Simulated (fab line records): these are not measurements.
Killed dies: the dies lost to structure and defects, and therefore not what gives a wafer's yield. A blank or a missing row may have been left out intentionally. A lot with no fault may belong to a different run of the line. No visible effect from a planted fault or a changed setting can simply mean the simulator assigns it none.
Which of the tools did it? | flow nand_harc | 34 wafers from 12 lots sampled at 2 of the route's 1159 steps

== WHAT THE GAUGES READ, wafer by wafer ==
NHARC_P_ZERO_WELL_CD_MEAS_11: target cd 500 nm.
lot  | measured    | on        | cd_nm (nm)
L907 | day 1 13:15 | cd_sem-03 | 497.4 500.6 499.8
L908 | day 1 19:09 | cd_sem-02 | 498.7 499.8 501.0
L910 | day 2 07:37 | cd_sem-03 | 503.2 498.5 499.1
L913 | day 3 01:08 | cd_sem-01 | 502.9 501.0 499.5
L914 | day 3 07:14 | cd_sem-03 | 496.5 498.9 499.6
L916 | day 3 19:07 | cd_sem-03 | 498.6 498.1 497.7
L920 | day 4 19:20 | cd_sem-01 | 499.2 504.4 505.3
L921 | day 5 01:23 | cd_sem-03 | 506.6 507.7
L922 | day 5 07:07 | cd_sem-01 | 499.1 505.1
L924 | day 5 19:14 | cd_sem-02 | 497.6 499.5 499.9
L926 | day 6 07:08 | cd_sem-01 | 497.3 497.9 496.2
L928 | day 6 19:07 | cd_sem-01 | 497.0 499.0 496.4

== WHICH TOOL RAN EACH LOT (tool, then ch and the chambers of the sampled wafers, then the start) ==
lot  | NHARC_P_ZERO_WELL_PEB_09
L907 | litho_track-05 ch 0, day 1 13:10
L908 | litho_track-05 ch 0, day 1 19:04
L910 | litho_track-03 ch 0, day 2 07:32
L913 | litho_track-03 ch 0, day 3 01:03
L914 | litho_track-05 ch 0, day 3 07:10
L916 | litho_track-03 ch 0, day 3 19:02
L920 | litho_track-03 ch 0, day 4 19:15
L921 | litho_track-03 ch 0, day 5 01:17
L922 | litho_track-03 ch 0, day 5 07:02
L924 | litho_track-02 ch 0, day 5 19:09
L926 | litho_track-02 ch 0, day 6 07:02
L928 | litho_track-02 ch 0, day 6 19:02
- NHARC_P_ZERO_WELL_PEB_09: peb time 80 s.

== AS READ BY THE TOOLS THEMSELVES (means over the sampled wafers that have a number; for cases with no such wafer, the mark the record gives instead) ==
NHARC_P_ZERO_WELL_PEB_09.
lot  | tool           | heater_power_total_W (W)
L907 | litho_track-05 | 190.1
L908 | litho_track-05 | 189.6
L910 | litho_track-03 | 189.3
L913 | litho_track-03 | 190.2
L914 | litho_track-05 | 189.4
L916 | litho_track-03 | 189.5
L920 | litho_track-03 | 190.0
L921 | litho_track-03 | 189.1
L922 | litho_track-03 | 189.2
L924 | litho_track-02 | 190.0
L926 | litho_track-02 | 190.0
L928 | litho_track-02 | 190.5

== THE ANSWER, worked out from the rows above alone ==
Rule: the lots themselves supply what counts as usual. The widest of any qualifying gaps counts: lots, ordered by their means at a reading, are off when they make up no more than a third of the lots, leave a main group of 4 or more, and stand apart from it by 3 or more times the standard deviation of that group's means. If all means in a main group match to the digits the tables above print for the reading, that group is not used. Also off: a lot with no number at a reading for which 4 or more lots have one. The other lots that the step has rows for count as sound. Order of review: gauges by route order, followed by the tools' own readings, for which a lot's mean as printed above is used. The first step at which some lot is off is used, and at that step the reading that is off furthest; a lot without a number counts as furthest.
None of the lots is off at any reading shown; this tells nothing.

== WHAT THE SIMULATOR HAD PUT IN ==
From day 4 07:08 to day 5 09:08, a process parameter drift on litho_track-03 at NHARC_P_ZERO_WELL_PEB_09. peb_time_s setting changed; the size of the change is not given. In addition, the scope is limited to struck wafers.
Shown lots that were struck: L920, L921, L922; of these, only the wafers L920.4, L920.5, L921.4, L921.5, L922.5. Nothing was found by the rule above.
